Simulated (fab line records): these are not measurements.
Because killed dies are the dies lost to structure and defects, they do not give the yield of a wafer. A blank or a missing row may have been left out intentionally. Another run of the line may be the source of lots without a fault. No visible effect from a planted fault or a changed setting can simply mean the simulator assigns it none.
Which tool was responsible?    flow nand harc    12 lots with 36 wafers sampled at 6 steps, on a route of 1302 steps

== WHAT THE GAUGES SHOWED, per wafer ==
NHARC_A_ZERO_WELL_INSPECT_17. Usual: raw defect count 12, standard deviation 6.9.
lot   measured      on                 raw defect count  flag
L849  day 6 19:45   defect inspect-02  12 11 6           
L850  day 7 10:34   defect inspect-02  17 10 15          
L851  day 7 11:25   defect inspect-02  19 21 14          
L853  day 8 09:31   defect inspect-02  7 16 9            
L856  day 9 23:31   defect inspect-01  6 10 12           
L860  day 11 18:44  defect inspect-01  10 9 17           
L863  day 12 22:52  defect inspect-02  15 6 12           
L864  day 13 10:05  defect inspect-02  13 21 17          
L867  day 14 10:34  defect inspect-01  11 26 18          
L868  day 14 11:04  defect inspect-02  20 25 10          
L871  day 15 20:02  defect inspect-02  17 42 22          
L872  day 16 11:02  defect inspect-01  6 9 16            

NHARC_A_SOURCE_PLATE_THK_MEAS_06: measures by ellipsometry. Usual: thk nm 200.3 nm, standard deviation 2.2.
lot   measured      on             thk nm (nm)        flag
L849  day 7 16:21   film metro-01  202.7 203.8 203.8  
L850  day 8 06:53   film metro-01  198.0 199.3 200.0  
L851  day 8 06:53   film metro-02  201.8 202.9 203.7  
L853  day 9 05:16   film metro-01  198.4 198.0 198.5  
L856  day 10 20:37  film metro-01  205.4 203.4 204.5  
L860  day 12 14:47  film metro-02  197.4 202.7 202.7  
L863  day 13 21:02  film metro-02  145.3 143.5 145.3  OFF
L864  day 14 07:22  film metro-01  143.3 143.5 145.7  OFF
L867  day 15 06:00  film metro-01  200.6 204.3 202.9  
L868  day 15 06:00  film metro-02  199.9 200.1 200.0  
L871  day 16 16:13  film metro-01  200.8 198.1 200.8  
L872  day 17 08:43  film metro-01  201.5 200.6 201.5  

NHARC_A_ONON_D1_THK_MEAS_24: measures by ellipsometry. Usual: thk nm 1003 nm, standard deviation 8.9.
lot   measured      on             thk nm (nm)     flag
L849  day 8 09:18   film metro-01  991 994 992     
L850  day 8 20:48   film metro-02  998 999 999     
L851  day 8 20:47   film metro-01  1019 1020 1017  
L853  day 9 17:07   film metro-01  996 999 998     
L856  day 11 09:32  film metro-01  977 977 978     
L860  day 13 02:52  film metro-01  1007 1006 1006  
L863  day 14 08:58  film metro-02  998 995 994     
L864  day 14 19:11  film metro-02  1004 1004 1004  
L867  day 15 18:18  film metro-02  1000 999 1002   
L868  day 15 18:17  film metro-01  998 998 997     
L871  day 17 04:05  film metro-01  1007 1007 1007  
L872  day 18 00:31  film metro-02  1010 1010 1011  

NHARC_END_SORT_01. Usual: killed at array 55, standard deviation 19; killed at other 0.8, standard deviation 1.1; killed at periphery 4.0, standard deviation 2.6; killed dies 60, standard deviation 20; killed open 3.4, standard deviation 1.7; killed short 2.6, standard deviation 1.5.
lot   measured      on         killed at array  killed at other  killed at periphery  killed dies  killed open  killed short  flag
L863  day 30 05:06  prober-02  48               0                7                    55           4            3             

== WHAT TOOL EACH LOT RAN ON (gives the tool, then ch and the chambers of the sampled wafers, and finally the start) ==
lot   NHARC_A_ZERO_WELL_ETCH_13         NHARC_A_SOURCE_PLATE_CVD_03
L849  rie si-01 ch 0,1, day 6 18:40     lpcvd poly-02 ch 0, day 7 06:25
L850  rie si-01 ch 0,2,3, day 7 09:30   lpcvd poly-02 ch 0, day 7 20:23
L851  rie si-05 ch 0,2,3, day 7 10:18   lpcvd poly-02 ch 0, day 7 20:23
L853  rie si-04 ch 0,2,3, day 8 08:17   lpcvd poly-02 ch 0, day 8 18:48
L856  rie si-01 ch 1,2,3, day 9 22:27   lpcvd poly-01 ch 0, day 10 10:15
L860  rie si-05 ch 0,2, day 11 17:40    lpcvd poly-01 ch 0, day 12 04:25
L863  rie si-05 ch 0,2,3, day 12 21:45  lpcvd poly-01 ch 0, day 13 08:43
L864  rie si-01 ch 0,2, day 13 08:55    lpcvd poly-01 ch 0, day 13 19:59
L867  rie si-01 ch 0,1,2, day 14 09:28  lpcvd poly-04 ch 0, day 14 19:56
L868  rie si-05 ch 2,3, day 14 09:59    lpcvd poly-04 ch 0, day 14 19:56
L871  rie si-01 ch 0,2,3, day 15 18:55  lpcvd poly-04 ch 0, day 16 05:55
L872  rie si-04 ch 1,2,3, day 16 09:57  lpcvd poly-01 ch 0, day 16 21:34
- NHARC_A_ZERO_WELL_ETCH_13: etches the open film in HBr/Cl2, target depth 120 nm, time 40.1 s.
- NHARC_A_SOURCE_PLATE_CVD_03: deposits poly-Si, target thk 200 nm, time 4000 s.

== AS READ BY THE TOOLS THEMSELVES (means over the sampled wafers that have a number; for cases with no such wafer, the mark the record gives instead) ==
NHARC_A_ZERO_WELL_ETCH_13. Usual: drypump motor current A 6.0 A, standard deviation 0.45; oes product au 1.000 a.u., standard deviation 0.008; rf fwd power W 395.0 W, standard deviation 1.6; throttle valve pct 26.407 %, standard deviation 0.0087.
lot   tool       drypump motor current A (A)  oes product au (a.u.)  rf fwd power W (W)  throttle valve pct (%)  flag
L849  rie si-01  6.1                          1.012                  394.1               26.408                  
L850  rie si-01  6.3                          1.001                  394.8               26.399                  
L851  rie si-05  5.9                          0.997                  395.3               26.403                  
L853  rie si-04  5.7                          0.997                  396.3               26.409                  
L856  rie si-01  6.2                          0.998                  393.8               26.415                  
L860  rie si-05  6.2                          1.001                  393.5               26.409                  
L863  rie si-05  5.9                          0.994                  396.1               26.411                  
L864  rie si-01  6.2                          0.992                  394.4               26.406                  
L867  rie si-01  6.2                          0.999                  394.3               26.406                  
L868  rie si-05  5.7                          0.997                  395.9               26.409                  
L871  rie si-01  6.3                          0.997                  394.4               26.406                  
L872  rie si-04  5.5                          1.001                  396.3               26.410                  

NHARC_A_SOURCE_PLATE_CVD_03. Usual: for spike tc bottom C, 640.2 C with a standard deviation of 2.1; for spike tc centre C, 620.3 C with a standard deviation of 1.5; for spike tc lower C, 620.2 C with a standard deviation of 1.6; for spike tc top C, 635.4 C with a standard deviation of 2; for spike tc upper C, 620.3 C with a standard deviation of 1.2; for tube center temp C, 620 C with a standard deviation of 0.056; for zone power centre pct, 10.6 % with a standard deviation of 0.7.
lot   tool           spike tc bottom C (C)  spike tc centre C (C)  spike tc lower C (C)  spike tc top C (C)  spike tc upper C (C)  tube center temp C (C)  zone power centre pct (%)  flag
L849  lpcvd poly-02  638.0                  620.7                  622.2                 633.2               620.0                 620                     10.0                       
L850  lpcvd poly-02  638.7                  622.3                  621.8                 634.8               620.1                 620                     10.0                       
L851  lpcvd poly-02  638.5                  621.3                  622.0                 633.7               621.5                 620                     9.9                        
L853  lpcvd poly-02  638.1                  620.8                  622.5                 633.0               621.4                 620                     9.8                        
L856  lpcvd poly-01  642.8                  618.0                  619.6                 633.9               619.1                 620                     10.4                       
L860  lpcvd poly-01  644.0                  618.4                  619.7                 634.3               619.8                 620                     10.4                       
L863  lpcvd poly-01  629.4                  604.4                  605.8                 620.6               605.5                 606                     10.0                       OFF
L864  lpcvd poly-01  630.6                  605.5                  604.6                 619.9               605.6                 606                     9.9                        OFF
L867  lpcvd poly-04  638.6                  620.3                  619.7                 637.1               621.6                 620                     11.4                       
L868  lpcvd poly-04  640.0                  621.0                  620.1                 637.6               620.6                 620                     11.5                       
L871  lpcvd poly-04  638.2                  621.3                  620.3                 638.3               621.2                 620                     11.5                       
L872  lpcvd poly-01  643.6                  619.3                  619.6                 634.5               618.8                 620                     10.4                       

== THE ANSWER, worked out from the rows above alone ==
Rule: take the mean of a lot's wafers that have a number; if it is more than 3 standard deviations from the usual mean, the lot is off. A lot without any number at a reading at which 4 lots or more have one is off too. Any other lot the step has rows for is counted as sound. First the gauges in route order, then the tools' own readings, where a lot's mean is used as printed above. The first step at which some lot is off is used, and at that step the reading that is off furthest; a lot without a number counts as furthest.
Off: L863, L864, at NHARC_A_SOURCE_PLATE_THK_MEAS_06 (thk nm).
If a tool, at a process step before that reading, ran all the lots that are off and no sound lot after the first of them, it fits. The gauges at NHARC_A_SOURCE_PLATE_THK_MEAS_06 aren't tried: what is off there is off at NHARC_A_SOURCE_PLATE_CVD_03 too, on other tools, and a gauge's error can't cause that. Not one of the candidates tried fits.

== WHAT THE SIMULATOR PUT IN ==
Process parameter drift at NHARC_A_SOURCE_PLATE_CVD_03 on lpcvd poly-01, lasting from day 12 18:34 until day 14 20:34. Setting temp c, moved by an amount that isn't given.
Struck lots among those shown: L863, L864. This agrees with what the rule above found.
